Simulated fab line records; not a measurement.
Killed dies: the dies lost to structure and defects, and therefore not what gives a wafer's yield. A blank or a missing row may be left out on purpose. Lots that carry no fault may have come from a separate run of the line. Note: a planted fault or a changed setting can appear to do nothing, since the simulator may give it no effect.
Matching of chambers || flow nand_harc || 4 sister chambers for NHARC_A_STAIRCASE_DESCUM_168 on rie_diel-02
The step chemistry O2, time 3 s. 14 wafers are shown with their chamber, then 7 later ones without.

WAFERS WITH THEIR CHAMBER
{"wafer": "L078.3", "chamber": 0, "drypump_motor_current_A (A)": 5.8, "showerhead_plenum_p_Torr (Torr)": 1.79, "oes_product_au (a.u.)": 1.005}
{"wafer": "L078.4", "chamber": 2, "drypump_motor_current_A (A)": 5.9, "showerhead_plenum_p_Torr (Torr)": 1.99, "oes_product_au (a.u.)": 1.006}
{"wafer": "L078.6", "chamber": 3, "drypump_motor_current_A (A)": 5.2, "showerhead_plenum_p_Torr (Torr)": 1.93, "oes_product_au (a.u.)": 1.008}
{"wafer": "L077.2", "chamber": 1, "drypump_motor_current_A (A)": 5.6, "showerhead_plenum_p_Torr (Torr)": 1.77, "oes_product_au (a.u.)": 0.986}
{"wafer": "L077.4", "chamber": 3, "drypump_motor_current_A (A)": 5.2, "showerhead_plenum_p_Torr (Torr)": 1.93, "oes_product_au (a.u.)": 0.989}
{"wafer": "L077.6", "chamber": 1, "drypump_motor_current_A (A)": 5.6, "showerhead_plenum_p_Torr (Torr)": 1.77, "oes_product_au (a.u.)": 0.994}
{"wafer": "L079.1", "chamber": 1, "drypump_motor_current_A (A)": 5.6, "showerhead_plenum_p_Torr (Torr)": 1.77, "oes_product_au (a.u.)": 0.990}
{"wafer": "L079.2", "chamber": 3, "drypump_motor_current_A (A)": 5.3, "showerhead_plenum_p_Torr (Torr)": 1.93, "oes_product_au (a.u.)": 0.991}
{"wafer": "L079.3", "chamber": 2, "drypump_motor_current_A (A)": 5.8, "showerhead_plenum_p_Torr (Torr)": 1.98, "oes_product_au (a.u.)": 0.999}
{"wafer": "L080.1", "chamber": 2, "drypump_motor_current_A (A)": 5.8, "showerhead_plenum_p_Torr (Torr)": 1.98, "oes_product_au (a.u.)": 1.018}
{"wafer": "L080.3", "chamber": 3, "drypump_motor_current_A (A)": 5.2, "showerhead_plenum_p_Torr (Torr)": 1.93, "oes_product_au (a.u.)": 0.993}
{"wafer": "L080.5", "chamber": 1, "drypump_motor_current_A (A)": 5.6, "showerhead_plenum_p_Torr (Torr)": 2.08, "oes_product_au (a.u.)": 1.004}
{"wafer": "L086.1", "chamber": 0, "drypump_motor_current_A (A)": 5.8, "showerhead_plenum_p_Torr (Torr)": 1.78, "oes_product_au (a.u.)": 1.001}
{"wafer": "L086.3", "chamber": 1, "drypump_motor_current_A (A)": 5.6, "showerhead_plenum_p_Torr (Torr)": 2.07, "oes_product_au (a.u.)": 0.997}

SIGNATURES (means of the wafers above)
{"reading": "drypump_motor_current_A", "chamber 0": 5.800, "chamber 1": 5.600, "chamber 2": 5.833, "chamber 3": 5.225, "scatter within a chamber": 0.0376}
{"reading": "showerhead_plenum_p_Torr", "chamber 0": 1.7850, "chamber 1": 1.8920, "chamber 2": 1.9833, "chamber 3": 1.9300, "scatter within a chamber": 0.106}
{"reading": "oes_product_au", "chamber 0": 1.00300, "chamber 1": 0.99420, "chamber 2": 1.00767, "chamber 3": 0.99525, "scatter within a chamber": 0.00779}
Rule: for each reading, subtract the chamber's mean from the wafer's reading, divide by that reading's scatter and square the result; add these up over the readings and take the root, which gives the wafer's distance from the chamber. If the next closest chamber is less than 2 further off than the closest, the wafer can't be placed; otherwise it belongs to the closest. How the scatter is found: for the shown wafers, subtract from each reading the mean of its chamber, square and add these, divide the total by (wafers less chambers), then take the root.

WAFERS WITHOUT THEIR CHAMBER
{"wafer": "L086.4", "drypump_motor_current_A (A)": 5.9, "showerhead_plenum_p_Torr (Torr)": 1.98, "oes_product_au (a.u.)": 1.010}
{"wafer": "L091.1", "drypump_motor_current_A (A)": 5.2, "showerhead_plenum_p_Torr (Torr)": 1.91, "oes_product_au (a.u.)": 1.011}
{"wafer": "L091.2", "drypump_motor_current_A (A)": 5.6, "showerhead_plenum_p_Torr (Torr)": 2.06, "oes_product_au (a.u.)": 1.001}
{"wafer": "L091.3", "drypump_motor_current_A (A)": 5.9, "showerhead_plenum_p_Torr (Torr)": 1.97, "oes_product_au (a.u.)": 1.015}
{"wafer": "L093.2", "drypump_motor_current_A (A)": 5.8, "showerhead_plenum_p_Torr (Torr)": 1.77, "oes_product_au (a.u.)": 0.998}
{"wafer": "L093.3", "drypump_motor_current_A (A)": 5.9, "showerhead_plenum_p_Torr (Torr)": 1.97, "oes_product_au (a.u.)": 1.011}
{"wafer": "L093.6", "drypump_motor_current_A (A)": 5.6, "showerhead_plenum_p_Torr (Torr)": 2.06, "oes_product_au (a.u.)": 1.010}

WHICH CHAMBER EACH ONE RAN IN
{"wafer": "L086.4", "from the rows above": "can't be placed: 2 or 0", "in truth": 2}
{"wafer": "L091.1", "from the rows above": 3, "in truth": 3}
{"wafer": "L091.2", "from the rows above": 1, "in truth": 1}
{"wafer": "L091.3", "from the rows above": "can't be placed: 2 or 0", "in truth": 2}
{"wafer": "L093.2", "from the rows above": "can't be placed: 0 or 2", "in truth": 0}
{"wafer": "L093.3", "from the rows above": "can't be placed: 2 or 0", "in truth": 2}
{"wafer": "L093.6", "from the rows above": 1, "in truth": 1}
Correctly placed: 3 of 7. These rows do not allow placing 4 (true chamber among the candidates in 4). Placed wrongly: 0.
